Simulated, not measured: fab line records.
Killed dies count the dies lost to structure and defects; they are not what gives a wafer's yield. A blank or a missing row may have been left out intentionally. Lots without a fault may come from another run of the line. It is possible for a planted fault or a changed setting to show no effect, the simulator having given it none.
The tool behind it: which one? :: flow nand_harc :: 12 lots, 36 wafers sampled, at 4 steps of a route of 1159

== WHAT EACH GAUGE READ, for each wafer ==
The record lacks any reading of a measuring or inspecting step that a usual standard deviation could be used to judge.

== WHICH TOOL RAN EACH LOT (tool, then ch and the chambers of the sampled wafers, then the start) ==
lot: L698
NHARC_A_STAIRCASE_STRIP_295: rie_diel-02 ch 0,1,3, day 11 22:32 or earlier
NHARC_A_STAIRCASE_STRIP_476: rie_diel-04 ch 1,3, day 11 22:32
NHARC_A_STAIRCASE_ALD_420: ald_hk-04 ch 0,1,3, day 12 02:35
NHARC_A_STAIRCASE_DESCUM_443: rie_diel-05 ch 0,3, day 13 14:52

lot: L697
NHARC_A_STAIRCASE_STRIP_295: rie_diel-05 ch 0,1,3, day 12 03:25 or earlier
NHARC_A_STAIRCASE_STRIP_476: rie_diel-02 ch 0,1,3, day 12 03:25
NHARC_A_STAIRCASE_ALD_420: ald_hk-04 ch 0,2,3, day 12 08:16
NHARC_A_STAIRCASE_DESCUM_443: rie_diel-04 ch 0,1, day 13 15:28

lot: L699
NHARC_A_STAIRCASE_STRIP_295: rie_diel-05 ch 0,2,3, day 12 13:50 or earlier
NHARC_A_STAIRCASE_STRIP_476: rie_diel-05 ch 0,1,2, day 12 13:50
NHARC_A_STAIRCASE_ALD_420: ald_hk-03 ch 2,3, day 12 17:41
NHARC_A_STAIRCASE_DESCUM_443: rie_diel-05 ch 2,3, day 14 03:19

lot: L700
NHARC_A_STAIRCASE_STRIP_295: rie_diel-04 ch 1,2,3, day 12 15:13 or earlier
NHARC_A_STAIRCASE_STRIP_476: rie_diel-05 ch 0,2,3, day 12 15:13
NHARC_A_STAIRCASE_ALD_420: ald_hk-04 ch 0,1,3, day 12 17:42
NHARC_A_STAIRCASE_DESCUM_443: rie_diel-02 ch 0,1,2, day 14 03:27

lot: L702
NHARC_A_STAIRCASE_STRIP_295: rie_diel-02 ch 0,1, day 13 21:33 or earlier
NHARC_A_STAIRCASE_STRIP_476: rie_diel-05 ch 0,1,2, day 13 21:33
NHARC_A_STAIRCASE_ALD_420: ald_hk-02 ch 0,1,2, day 14 01:43
NHARC_A_STAIRCASE_DESCUM_443: rie_diel-02 ch 1,2,3, day 15 08:07

lot: L710
NHARC_A_STAIRCASE_STRIP_295: rie_diel-05 ch 0,1,2, day 15 08:05 or earlier
NHARC_A_STAIRCASE_STRIP_476: rie_diel-04 ch 0,2,3, day 15 08:05
NHARC_A_STAIRCASE_ALD_420: ald_hk-02 ch 0,1,2, day 15 12:20
NHARC_A_STAIRCASE_DESCUM_443: rie_diel-04 ch 0,2,3, day 16 21:19

lot: L708
NHARC_A_STAIRCASE_STRIP_295: rie_diel-05 ch 0,2, day 15 09:58 or earlier
NHARC_A_STAIRCASE_STRIP_476: rie_diel-04 ch 1,2, day 15 09:58
NHARC_A_STAIRCASE_ALD_420: ald_hk-02 ch 1,3, day 15 13:27
NHARC_A_STAIRCASE_DESCUM_443: rie_diel-05 ch 0,1,2, day 16 21:32

lot: L716
NHARC_A_STAIRCASE_STRIP_295: rie_diel-05 ch 1,3, day 16 10:37 or earlier
NHARC_A_STAIRCASE_STRIP_476: rie_diel-05 ch 1,2, day 16 10:37
NHARC_A_STAIRCASE_ALD_420: ald_hk-03 ch 0,1,3, day 16 15:29
NHARC_A_STAIRCASE_DESCUM_443: rie_diel-04 ch 0,1,3, day 18 02:43

lot: L715
NHARC_A_STAIRCASE_STRIP_295: rie_diel-05 ch 2,3, day 16 21:20 or earlier
NHARC_A_STAIRCASE_STRIP_476: rie_diel-02 ch 0,1,3, day 16 21:20
NHARC_A_STAIRCASE_ALD_420: ald_hk-03 ch 1,3, day 17 02:30
NHARC_A_STAIRCASE_DESCUM_443: rie_diel-02 ch 0,1,3, day 18 21:25

lot: L718
NHARC_A_STAIRCASE_STRIP_295: rie_diel-02 ch 0,1, day 17 03:22 or earlier
NHARC_A_STAIRCASE_STRIP_476: rie_diel-02 ch 0,3, day 17 03:22
NHARC_A_STAIRCASE_ALD_420: ald_hk-03 ch 0,1, day 17 07:17
NHARC_A_STAIRCASE_DESCUM_443: rie_diel-04 ch 0,1,3, day 18 21:40

lot: L719
NHARC_A_STAIRCASE_STRIP_295: rie_diel-02 ch 1,2,3, day 17 07:58 or earlier
NHARC_A_STAIRCASE_STRIP_476: rie_diel-02 ch 0,1,3, day 17 07:58
NHARC_A_STAIRCASE_ALD_420: ald_hk-03 ch 0,1,2, day 17 11:50
NHARC_A_STAIRCASE_DESCUM_443: rie_diel-05 ch 0,1,3, day 19 04:25

lot: L720
NHARC_A_STAIRCASE_STRIP_295: rie_diel-04 ch 0,1,3, day 17 19:48 or earlier
NHARC_A_STAIRCASE_STRIP_476: rie_diel-04 ch 0,1,3, day 17 19:48
NHARC_A_STAIRCASE_ALD_420: ald_hk-04 ch 0,1,3, day 17 23:43
NHARC_A_STAIRCASE_DESCUM_443: rie_diel-02 ch 1,2,3, day 19 13:41
- NHARC_A_STAIRCASE_STRIP_295: strips in O2.
- NHARC_A_STAIRCASE_STRIP_476: strips in O2, time 20 s.
- NHARC_A_STAIRCASE_ALD_420: deposits SiO2, target thk 20 nm, pulse time 6 s, ald cycles 200.
- NHARC_A_STAIRCASE_DESCUM_443: chemistry O2, time 3 s.

== AS READ BY THE TOOLS THEMSELVES (means over the sampled wafers that have a number; for cases with no such wafer, the mark the record gives instead) ==
NHARC_A_STAIRCASE_STRIP_295. Usual: drypump_motor_current_A 5.6 A, standard deviation 0.49; oes_product_au 0.993 a.u., standard deviation 0.0075; rf_vpp_V 57.7 V, standard deviation 0.92; showerhead_plenum_p_Torr 3.52 Torr, standard deviation 0.12; throttle_valve_pct 17.035 %, standard deviation 0.0089.
lot: L698
tool: rie_diel-02
drypump_motor_current_A (A): 5.5
oes_product_au (a.u.): 1.002
rf_vpp_V (V): 57.6
showerhead_plenum_p_Torr (Torr): 3.58
throttle_valve_pct (%): 17.024
flag: 

lot: L697
tool: rie_diel-05
drypump_motor_current_A (A): 5.6
oes_product_au (a.u.): 0.978
rf_vpp_V (V): 57.3
showerhead_plenum_p_Torr (Torr): 3.47
throttle_valve_pct (%): 17.033
flag: 

lot: L699
tool: rie_diel-05
drypump_motor_current_A (A): 5.4
oes_product_au (a.u.): 0.996
rf_vpp_V (V): 57.8
showerhead_plenum_p_Torr (Torr): 3.52
throttle_valve_pct (%): 17.027
flag: 

lot: L700
tool: rie_diel-04
drypump_motor_current_A (A): 5.5
oes_product_au (a.u.): 0.999
rf_vpp_V (V): 58.6
showerhead_plenum_p_Torr (Torr): 3.65
throttle_valve_pct (%): 17.032
flag: 

lot: L702
tool: rie_diel-02
drypump_motor_current_A (A): 5.7
oes_product_au (a.u.): 0.997
rf_vpp_V (V): 58.1
showerhead_plenum_p_Torr (Torr): 3.64
throttle_valve_pct (%): 17.043
flag: 

lot: L710
tool: rie_diel-05
drypump_motor_current_A (A): 5.8
oes_product_au (a.u.): 0.992
rf_vpp_V (V): 58.4
showerhead_plenum_p_Torr (Torr): 3.43
throttle_valve_pct (%): 17.038
flag: 

lot: L708
tool: rie_diel-05
drypump_motor_current_A (A): 5.5
oes_product_au (a.u.): 0.991
rf_vpp_V (V): 56.9
showerhead_plenum_p_Torr (Torr): 3.47
throttle_valve_pct (%): 17.036
flag: 

lot: L716
tool: rie_diel-05
drypump_motor_current_A (A): 5.5
oes_product_au (a.u.): 0.986
rf_vpp_V (V): 57.4
showerhead_plenum_p_Torr (Torr): 3.52
throttle_valve_pct (%): 17.029
flag: 

lot: L715
tool: rie_diel-05
drypump_motor_current_A (A): 5.2
oes_product_au (a.u.): 0.989
rf_vpp_V (V): 57.7
showerhead_plenum_p_Torr (Torr): 3.57
throttle_valve_pct (%): 17.040
flag: 

lot: L718
tool: rie_diel-02
drypump_motor_current_A (A): 5.7
oes_product_au (a.u.): 0.994
rf_vpp_V (V): 58.1
showerhead_plenum_p_Torr (Torr): 3.63
throttle_valve_pct (%): 17.039
flag: 

lot: L719
tool: rie_diel-02
drypump_motor_current_A (A): 5.7
oes_product_au (a.u.): 0.992
rf_vpp_V (V): 58.3
showerhead_plenum_p_Torr (Torr): 3.54
throttle_valve_pct (%): 17.033
flag: 

lot: L720
tool: rie_diel-04
drypump_motor_current_A (A): 5.6
oes_product_au (a.u.): 0.991
rf_vpp_V (V): 58.8
showerhead_plenum_p_Torr (Torr): 3.59
throttle_valve_pct (%): 17.029
flag: 

NHARC_A_STAIRCASE_STRIP_476. Usual: drypump_motor_current_A 5.6 A, standard deviation 0.48; oes_product_au 0.995 a.u., standard deviation 0.008; rf_vpp_V 57.8 V, standard deviation 0.89; showerhead_plenum_p_Torr 3.54 Torr, standard deviation 0.12; throttle_valve_pct 17.037 %, standard deviation 0.0091.
lot: L698
tool: rie_diel-04
drypump_motor_current_A (A): 5.6
oes_product_au (a.u.): 0.994
rf_vpp_V (V): 57.8
showerhead_plenum_p_Torr (Torr): 3.73
throttle_valve_pct (%): 17.035
flag: 

lot: L697
tool: rie_diel-02
drypump_motor_current_A (A): 5.5
oes_product_au (a.u.): 0.996
rf_vpp_V (V): 58.0
showerhead_plenum_p_Torr (Torr): 3.58
throttle_valve_pct (%): 17.043
flag: 

lot: L699
tool: rie_diel-05
drypump_motor_current_A (A): 5.8
oes_product_au (a.u.): 0.993
rf_vpp_V (V): 58.1
showerhead_plenum_p_Torr (Torr): 3.44
throttle_valve_pct (%): 17.032
flag: 

lot: L700
tool: rie_diel-05
drypump_motor_current_A (A): 5.3
oes_product_au (a.u.): 0.988
rf_vpp_V (V): 57.8
showerhead_plenum_p_Torr (Torr): 3.52
throttle_valve_pct (%): 17.044
flag: 

lot: L702
tool: rie_diel-05
drypump_motor_current_A (A): 5.8
oes_product_au (a.u.): 0.994
rf_vpp_V (V): 56.6
showerhead_plenum_p_Torr (Torr): 3.43
throttle_valve_pct (%): 17.031
flag: 

lot: L710
tool: rie_diel-04
drypump_motor_current_A (A): 5.4
oes_product_au (a.u.): 1.001
rf_vpp_V (V): 57.6
showerhead_plenum_p_Torr (Torr): 3.53
throttle_valve_pct (%): 17.031
flag: 

lot: L708
tool: rie_diel-04
drypump_motor_current_A (A): 5.4
oes_product_au (a.u.): 1.003
rf_vpp_V (V): 59.0
showerhead_plenum_p_Torr (Torr): 3.69
throttle_valve_pct (%): 17.032
flag: 

lot: L716
tool: rie_diel-05
drypump_motor_current_A (A): 6.0
oes_product_au (a.u.): 0.989
rf_vpp_V (V): 57.2
showerhead_plenum_p_Torr (Torr): 3.46
throttle_valve_pct (%): 17.037
flag: 

lot: L715
tool: rie_diel-02
drypump_motor_current_A (A): 5.5
oes_product_au (a.u.): 1.003
rf_vpp_V (V): 58.0
showerhead_plenum_p_Torr (Torr): 3.55
throttle_valve_pct (%): 17.039
flag: 

lot: L718
tool: rie_diel-02
drypump_motor_current_A (A): 5.1
oes_product_au (a.u.): 0.993
rf_vpp_V (V): 57.6
showerhead_plenum_p_Torr (Torr): 3.55
throttle_valve_pct (%): 17.039
flag: 

lot: L719
tool: rie_diel-02
drypump_motor_current_A (A): 5.5
oes_product_au (a.u.): 0.990
rf_vpp_V (V): 58.4
showerhead_plenum_p_Torr (Torr): 3.55
throttle_valve_pct (%): 17.039
flag: 

lot: L720
tool: rie_diel-04
drypump_motor_current_A (A): 5.6
oes_product_au (a.u.): 0.996
rf_vpp_V (V): 58.0
showerhead_plenum_p_Torr (Torr): 3.59
throttle_valve_pct (%): 17.039
flag: 

NHARC_A_STAIRCASE_ALD_420. Usual: heater_power_w 489 W, standard deviation 65; precursor_pulse_height_rel 1.000, standard deviation 0.021.
lot: L698
tool: ald_hk-04
heater_power_w (W): 529
precursor_pulse_height_rel: 1.002
flag: 

lot: L697
tool: ald_hk-04
heater_power_w (W): 495
precursor_pulse_height_rel: 0.995
flag: 

lot: L699
tool: ald_hk-03
heater_power_w (W): 429
precursor_pulse_height_rel: 1.004
flag: 

lot: L700
tool: ald_hk-04
heater_power_w (W): 528
precursor_pulse_height_rel: 0.995
flag: 

lot: L702
tool: ald_hk-02
heater_power_w (W): 454
precursor_pulse_height_rel: 0.991
flag: 

lot: L710
tool: ald_hk-02
heater_power_w (W): 455
precursor_pulse_height_rel: 1.010
flag: 

lot: L708
tool: ald_hk-02
heater_power_w (W): 434
precursor_pulse_height_rel: 0.993
flag: 

lot: L716
tool: ald_hk-03
heater_power_w (W): 517
precursor_pulse_height_rel: 1.007
flag: 

lot: L715
tool: ald_hk-03
heater_power_w (W): 489
precursor_pulse_height_rel: 0.968
flag: 

lot: L718
tool: ald_hk-03
heater_power_w (W): 586
precursor_pulse_height_rel: 0.983
flag: 

lot: L719
tool: ald_hk-03
heater_power_w (W): 529
precursor_pulse_height_rel: 1.016
flag: 

lot: L720
tool: ald_hk-04
heater_power_w (W): 520
precursor_pulse_height_rel: 0.999
flag: 

NHARC_A_STAIRCASE_DESCUM_443. Usual: drypump_motor_current_A 5.6 A, standard deviation 0.46; oes_product_au 0.996 a.u., standard deviation 0.0072; rf_vpp_V 57.8 V, standard deviation 0.87; showerhead_plenum_p_Torr 1.92 Torr, standard deviation 0.07; throttle_valve_pct 11.312 %, standard deviation 0.0085.
lot: L698
tool: rie_diel-05
drypump_motor_current_A (A): 5.1
oes_product_au (a.u.): 0.992
rf_vpp_V (V): 58.7
showerhead_plenum_p_Torr (Torr): 1.93
throttle_valve_pct (%): 11.318
flag: 

lot: L697
tool: rie_diel-04
drypump_motor_current_A (A): 5.5
oes_product_au (a.u.): 1.003
rf_vpp_V (V): 57.5
showerhead_plenum_p_Torr (Torr): 1.99
throttle_valve_pct (%): 11.319
flag: 

lot: L699
tool: rie_diel-05
drypump_motor_current_A (A): 5.4
oes_product_au (a.u.): 0.998
rf_vpp_V (V): 57.6
showerhead_plenum_p_Torr (Torr): 1.92
throttle_valve_pct (%): 11.315
flag: 

lot: L700
tool: rie_diel-02
drypump_motor_current_A (A): 5.9
oes_product_au (a.u.): 0.996
rf_vpp_V (V): 58.0
showerhead_plenum_p_Torr (Torr): 1.97
throttle_valve_pct (%): 11.312
flag: 

lot: L702
tool: rie_diel-02
drypump_motor_current_A (A): 5.6
oes_product_au (a.u.): 1.000
rf_vpp_V (V): 57.6
showerhead_plenum_p_Torr (Torr): 1.93
throttle_valve_pct (%): 11.308
flag: 

lot: L710
tool: rie_diel-04
drypump_motor_current_A (A): 5.4
oes_product_au (a.u.): 1.002
rf_vpp_V (V): 57.8
showerhead_plenum_p_Torr (Torr): 1.91
throttle_valve_pct (%): 11.316
flag: 

lot: L708
tool: rie_diel-05
drypump_motor_current_A (A): 5.8
oes_product_au (a.u.): 0.997
rf_vpp_V (V): 57.6
showerhead_plenum_p_Torr (Torr): 1.85
throttle_valve_pct (%): 11.317
flag: 

lot: L716
tool: rie_diel-04
drypump_motor_current_A (A): 5.5
oes_product_au (a.u.): 0.997
rf_vpp_V (V): 57.3
showerhead_plenum_p_Torr (Torr): 1.95
throttle_valve_pct (%): 11.307
flag: 

lot: L715
tool: rie_diel-02
drypump_motor_current_A (A): 5.4
oes_product_au (a.u.): 0.995
rf_vpp_V (V): 57.1
showerhead_plenum_p_Torr (Torr): 1.92
throttle_valve_pct (%): 11.314
flag: 

lot: L718
tool: rie_diel-04
drypump_motor_current_A (A): 5.5
oes_product_au (a.u.): 0.996
rf_vpp_V (V): 56.8
showerhead_plenum_p_Torr (Torr): 1.95
throttle_valve_pct (%): 11.311
flag: 

lot: L719
tool: rie_diel-05
drypump_motor_current_A (A): 5.6
oes_product_au (a.u.): 0.988
rf_vpp_V (V): 58.5
showerhead_plenum_p_Torr (Torr): 1.86
throttle_valve_pct (%): 11.309
flag: 

lot: L720
tool: rie_diel-02
drypump_motor_current_A (A): 5.6
oes_product_au (a.u.): 0.985
rf_vpp_V (V): 57.3
showerhead_plenum_p_Torr (Torr): 1.92
throttle_valve_pct (%): 11.313
flag: 

== THE ANSWER, worked out from the rows above alone ==
Rule: a lot counts as off when the mean over its wafers that have a number is more than 3 standard deviations away from the usual mean. Also off: a lot with no number at a reading for which 4 or more lots have one. Where the step has rows for the other lots, those lots are counted as sound. Order of review: gauges by route order, followed by the tools' own readings, for which a lot's mean as printed above is used. At the first step where some lot is off, the reading lying furthest off is the one used; lots without a number count as furthest.
No lot is off at any reading shown: from this, nothing can be told.

== WHAT THE SIMULATOR HAD INSERTED ==
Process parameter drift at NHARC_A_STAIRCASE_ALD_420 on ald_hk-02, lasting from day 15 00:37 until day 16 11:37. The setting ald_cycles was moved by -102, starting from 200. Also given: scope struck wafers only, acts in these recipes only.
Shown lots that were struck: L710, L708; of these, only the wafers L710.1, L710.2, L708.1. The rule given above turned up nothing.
